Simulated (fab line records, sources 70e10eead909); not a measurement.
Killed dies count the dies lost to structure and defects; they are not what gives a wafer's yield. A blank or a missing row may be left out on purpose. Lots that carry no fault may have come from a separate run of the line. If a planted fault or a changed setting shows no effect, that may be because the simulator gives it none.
Matching of chambers    flow nand-harc    pecvd-03 running NHARC_A_STAIRCASE_DEP_151: 3 sister chambers
The step deposits SiO2, target thk 7200 nm. 6 wafers are shown with their chamber, then 7 later ones without.

## WAFERS PAIRED WITH THEIR CHAMBERS
wafer   chamber  heater-power-w (W)
L074.6  0        617
L078.6  2        556
L080.1  2        629
L080.4  1        499
L087.1  0        724
L087.5  1        503

## WAFERS WITH NO CHAMBER GIVEN
wafer   heater-power-w (W)
L087.6  596
L092.1  625
L092.3  702
L092.5  581
L094.1  662
L094.2  700
L094.3  556

## EACH ONE'S CHAMBER
wafer   from the rows above           in truth
L087.6  can't be placed: 2 or 0 or 1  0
L092.1  can't be placed: 2 or 0 or 1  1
L092.3  can't be placed: 0 or 2       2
L092.5  can't be placed: 2 or 1 or 0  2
L094.1  can't be placed: 0 or 2       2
L094.2  can't be placed: 0 or 2       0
L094.3  can't be placed: 2 or 1 or 0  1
Correct placement for 0 of the 7. Not placeable from these rows: 7 (in 7, the candidates include the true chamber). Wrongly placed: 0.
How it was worked out, from the rows above alone: a wafer's distance from a chamber is the root of the sum, over the readings, of the square of ((its reading less the chamber's mean) divided by the reading's scatter). The wafer belongs to the nearest chamber; if the next one is less than 2 further off, it can't be placed. For every chamber, the mean is computed from those of its wafers that are shown. How the scatter is found: for the shown wafers, subtract from each reading the mean of its chamber, square and add these, divide the total by (wafers less chambers), then take the root.
